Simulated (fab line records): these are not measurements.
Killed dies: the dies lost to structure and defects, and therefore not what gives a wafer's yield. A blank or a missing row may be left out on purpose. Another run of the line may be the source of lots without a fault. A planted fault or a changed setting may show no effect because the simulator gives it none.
Matching of chambers    flow nandHarc    NHARC_A_M1_STRIP_18 on rieDiel-01: 4 sister chambers
The step strips in N2/H2. 18 wafers are shown with their chamber, then 9 later ones without.

## WAFERS PAIRED WITH THEIR CHAMBERS
wafer   chamber  drypumpMotorCurrentA (A)  oesProductAu (a.u.)  throttleValvePct (%)
L845.1  0        4.9                       1.000                14.173
L845.2  3        5.3                       1.000                14.166
L845.3  1        5.7                       0.998                14.174
L848.2  1        5.7                       0.997                14.183
L848.4  3        5.2                       1.001                14.177
L848.5  0        4.9                       1.009                14.182
L849.2  3        5.3                       1.016                14.161
L849.4  1        5.7                       0.982                14.180
L849.5  2        5.4                       1.009                14.161
L852.1  1        5.7                       0.992                14.163
L852.3  2        5.4                       0.991                14.171
L852.5  3        5.3                       0.999                14.175
L850.1  3        5.3                       1.012                14.174
L850.2  2        5.4                       0.998                14.164
L850.6  0        4.9                       1.013                14.167
L858.2  3        5.3                       1.008                14.173
L858.3  0        4.9                       1.017                14.178
L858.4  1        5.7                       0.998                14.181

SIGNATURES (means of the wafers above)
reading               chamber 0  chamber 1  chamber 2  chamber 3  scatter within a chamber
drypumpMotorCurrentA  4.900      5.700      5.400      5.283      0.0244
oesProductAu          1.00975    0.99340    0.99933    1.00600    0.00737
throttleValvePct      14.17500   14.17620   14.16533   14.17100   0.00672
Rule: for each reading, subtract the chamber's mean from the wafer's reading, divide by that reading's scatter and square the result; add these up over the readings and take the root, which gives the wafer's distance from the chamber. The wafer belongs to the nearest chamber; if the next one is less than 2 further off, it can't be placed. The scatter: take each reading less its chamber's mean, square it, sum over the shown wafers, divide by the number of wafers less the number of chambers, and take the root.

## WAFERS WITH NO CHAMBER GIVEN
wafer   drypumpMotorCurrentA (A)  oesProductAu (a.u.)  throttleValvePct (%)
L860.2  4.9                       0.997                14.163
L860.4  5.4                       0.994                14.168
L860.5  4.9                       1.004                14.175
L867.1  4.9                       1.002                14.176
L867.2  5.3                       1.030                14.172
L867.3  5.4                       1.009                14.169
L868.2  5.3                       1.021                14.175
L868.4  5.3                       1.001                14.185
L868.6  5.4                       1.018                14.183

## THE CHAMBER EACH PASSED THROUGH
wafer    from the rows above       in truth
L860.2   0                         0
L860.4   2                         2
L860.5   0                         0
L867.1   0                         0
L867.2   3                         3
L867.3   2                         2
L868.2   3                         3
L868.4   3                         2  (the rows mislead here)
L868.6   can't be placed: 2 or 3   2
Correct placement for 7 of the 9. Not placeable from these rows: 1 (in 1, the candidates include the true chamber). 1 placed wrongly.
